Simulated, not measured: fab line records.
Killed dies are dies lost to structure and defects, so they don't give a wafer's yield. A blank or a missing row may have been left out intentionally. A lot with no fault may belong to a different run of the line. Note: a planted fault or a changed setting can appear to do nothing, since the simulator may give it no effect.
The tool behind it: which one? | flow n5Finfet | 30 wafers from 10 lots sampled at 4 of the route's 1938 steps

WHAT THE GAUGES SHOWED, per wafer
N5_BEOL_M8_RS_MEAS_57: uses a four-point probe to measure. Usual: M8_RS typically reads 0.285 ohm/sq, with standard deviation 0.0077.
lot  | measured     | on           | M8_RS (ohm/sq)    | flag
L601 | day 9 15:12  | filmMetro-01 | 0.294 0.300 0.284 | 
L603 | day 10 11:56 | filmMetro-01 | 0.289 0.290 0.292 | 
L605 | day 10 17:01 | filmMetro-02 | 0.286 0.291 0.293 | 
L607 | day 10 22:31 | filmMetro-02 | 0.269 0.277 0.271 | 
L604 | day 10 22:44 | filmMetro-02 | 0.290 0.280 0.293 | 
L606 | day 11 00:12 | filmMetro-02 | 0.294 0.291 0.279 | 
L608 | day 11 00:27 | filmMetro-01 | 0.286 0.277 0.290 | 
L613 | day 12 21:50 | filmMetro-01 | 0.282 0.273 0.280 | 
L623 | day 15 06:31 | filmMetro-02 | 0.289 0.289 0.281 | 
L622 | day 15 07:08 | filmMetro-01 | 0.292 0.290 0.292 | 

WHICH TOOL RAN EACH LOT (tool, then ch and the chambers of the sampled wafers, then the start)
lot  | N5_BEOL_M8_ETCH_65                | N5_BEOL_M8_STRIP_36               | N5_BEOL_M8_CVD_78
L601 | rieDiel-05 ch 1,2,3, day 9 10:49  | rieDiel-05 ch 1,2,3, day 9 10:59  | cvdCo-01 ch 1,2, day 9 13:05
L603 | rieDiel-06 ch 1,2, day 10 08:01   | rieDiel-06 ch 1,2, day 10 08:13   | cvdCo-02 ch 0,1, day 10 10:48
L605 | rieDiel-06 ch 1,2,3, day 10 13:05 | rieDiel-06 ch 1,2,3, day 10 13:16 | cvdCo-01 ch 0,2, day 10 15:50
L607 | rieDiel-03 ch 0,1,3, day 10 18:32 | rieDiel-03 ch 0,1,3, day 10 18:43 | cvdCo-01 ch 0,2, day 10 20:08
L604 | rieDiel-06 ch 2,3, day 10 18:44   | rieDiel-06 ch 2,3, day 10 18:55   | cvdCo-02 ch 0,1,2, day 10 21:37
L606 | rieDiel-06 ch 1,2, day 10 21:20   | rieDiel-06 ch 1,2, day 10 21:31   | cvdCo-02 ch 0,1, day 10 22:46
L608 | rieDiel-05 ch 0,1,2, day 10 21:54 | rieDiel-05 ch 0,1,2, day 10 22:05 | cvdCo-02 ch 1,2, day 10 23:16
L613 | rieDiel-03 ch 0,2, day 12 17:10   | rieDiel-03 ch 0,2, day 12 17:20   | cvdCo-02 ch 0,1,2, day 12 18:52
L623 | rieDiel-03 ch 0,1,3, day 15 03:43 | rieDiel-03 ch 0,1,3, day 15 03:53 | cvdCo-02 ch 0,1, day 15 05:23
L622 | rieDiel-05 ch 0,1,2, day 15 04:07 | rieDiel-05 ch 0,1,2, day 15 04:18 | cvdCo-02 ch 0,1,2, day 15 06:03
- N5_BEOL_M8_ETCH_65: etches SiARC in CF4, target depth 15.6 nm, time 26 s.
- N5_BEOL_M8_STRIP_36: strips in N2/H2.
- N5_BEOL_M8_CVD_78: deposits Co from CCTBA/H2, target thk 2 nm, time 142.3 s.

AS READ BY THE TOOLS THEMSELVES (means over the sampled wafers that have a number; for cases with no such wafer, the mark the record gives instead)
N5_BEOL_M8_ETCH_65. Usual: drypumpMotorCurrentA 5.7 A (standard deviation 0.41); etchRfOnTimeS 25.7 s (standard deviation 0.52); oesProductAu 0.67 a.u. (standard deviation 0.071); rfFwdPowerW 532.3 W (standard deviation 1.9); rfVppV 183.9 V (standard deviation 1.2); showerheadPlenumPTorr 2.12 Torr (standard deviation 0.072); throttleValvePct 15.58 % (standard deviation 0.14).
lot  | tool       | drypumpMotorCurrentA (A) | etchRfOnTimeS (s) | oesProductAu (a.u.) | rfFwdPowerW (W) | rfVppV (V) | showerheadPlenumPTorr (Torr) | throttleValvePct (%) | flag
L601 | rieDiel-05 | 5.3                      | 25.5              | 0.67                | 533.3           | 184.1      | 2.15                         | 15.55                | 
L603 | rieDiel-06 | 5.5                      | 26.1              | 0.69                | 530.4           | 184.2      | 2.18                         | 15.36                | 
L605 | rieDiel-06 | 5.8                      | 26.3              | 0.68                | 531.3           | 184.8      | 2.15                         | 15.45                | 
L607 | rieDiel-03 | 5.7                      | 25.7              | 0.73                | 528.9           | 183.6      | 2.11                         | 15.58                | 
L604 | rieDiel-06 | 5.9                      | 26.4              | 0.71                | 531.1           | 184.5      | 2.19                         | 15.43                | 
L606 | rieDiel-06 | 5.5                      | 26.4              | 0.73                | 530.9           | 185.1      | 2.22                         | 15.35                | 
L608 | rieDiel-05 | 5.5                      | 25.6              | 0.62                | 531.6           | 184.4      | 2.15                         | 15.60                | 
L613 | rieDiel-03 | 6.2                      | 25.2              | 0.63                | 534.8           | 183.0      | 2.04                         | 15.68                | 
L623 | rieDiel-03 | 5.7                      | 25.6              | 0.69                | 530.4           | 184.6      | 2.10                         | 15.66                | 
L622 | rieDiel-05 | 5.5                      | 26.0              | 0.59                | 533.9           | 184.3      | 2.13                         | 15.68                | 

N5_BEOL_M8_STRIP_36. Usual: biasPowerW 7.000 W (standard deviation 0.022); drypumpMotorCurrentA 5.7 A (standard deviation 0.41); oesProductAu 0.79 a.u. (standard deviation 0.088); rfVppV 59.0 V (standard deviation 1.7); showerheadPlenumPTorr 2.51 Torr (standard deviation 0.091); tempC 40.01 C (standard deviation 0.12); throttleValvePct 23.56 % (standard deviation 0.26).
lot  | tool       | biasPowerW (W) | drypumpMotorCurrentA (A) | oesProductAu (a.u.) | rfVppV (V) | showerheadPlenumPTorr (Torr) | tempC (C) | throttleValvePct (%) | flag
L601 | rieDiel-05 | 7.022          | 5.3                      | 0.79                | 59.5       | 2.54                         | 40.11     | 23.57                | 
L603 | rieDiel-06 | 7.006          | 5.5                      | 0.80                | 59.6       | 2.59                         | 39.90     | 23.15                | 
L605 | rieDiel-06 | 6.981          | 5.8                      | 0.80                | 59.9       | 2.55                         | 40.00     | 23.25                | 
L607 | rieDiel-03 | 7.020          | 5.7                      | 0.87                | 59.5       | 2.50                         | 39.95     | 23.63                | 
L604 | rieDiel-06 | 6.996          | 5.9                      | 0.84                | 59.5       | 2.61                         | 39.87     | 23.32                | 
L606 | rieDiel-06 | 6.983          | 5.6                      | 0.86                | 59.0       | 2.65                         | 39.92     | 23.23                | 
L608 | rieDiel-05 | 7.004          | 5.5                      | 0.72                | 59.2       | 2.54                         | 39.95     | 23.51                | 
L613 | rieDiel-03 | 7.004          | 6.2                      | 0.72                | 59.4       | 2.42                         | 40.05     | 23.76                | 
L623 | rieDiel-03 | 6.970          | 5.7                      | 0.82                | 59.2       | 2.49                         | 40.12     | 23.65                | 
L622 | rieDiel-05 | 6.994          | 5.5                      | 0.69                | 60.1       | 2.53                         | 39.98     | 23.56                | 

N5_BEOL_M8_CVD_78. Usual: runLengthS 165.1 s, standard deviation 0.37.
lot  | tool     | runLengthS (s) | flag
L601 | cvdCo-01 | 165.0          | 
L603 | cvdCo-02 | 165.4          | 
L605 | cvdCo-01 | 164.7          | 
L607 | cvdCo-01 | 164.8          | 
L604 | cvdCo-02 | 165.3          | 
L606 | cvdCo-02 | 165.1          | 
L608 | cvdCo-02 | 165.2          | 
L613 | cvdCo-02 | 120.5          | OFF
L623 | cvdCo-02 | 165.1          | 
L622 | cvdCo-02 | 165.1          | 

THE ANSWER, worked out from the rows above alone
Rule: lot off if the mean of its wafers having a number is beyond 3 standard deviations from the usual mean. Also off: a lot with no number at a reading for which 4 or more lots have one. All remaining lots with rows at the step are treated as sound. First the gauges in route order, then the tools' own readings, where a lot's mean is used as printed above. At the first step where some lot is off, the reading lying furthest off is the one used; lots without a number count as furthest.
Off, at N5_BEOL_M8_CVD_78 on runLengthS: L613.
A tool fits if, at that step or a process step before it, it ran every lot that is off, and no sound lot after the first of them. Of those tried, none fits.

WHAT THE SIMULATOR HAD PUT IN
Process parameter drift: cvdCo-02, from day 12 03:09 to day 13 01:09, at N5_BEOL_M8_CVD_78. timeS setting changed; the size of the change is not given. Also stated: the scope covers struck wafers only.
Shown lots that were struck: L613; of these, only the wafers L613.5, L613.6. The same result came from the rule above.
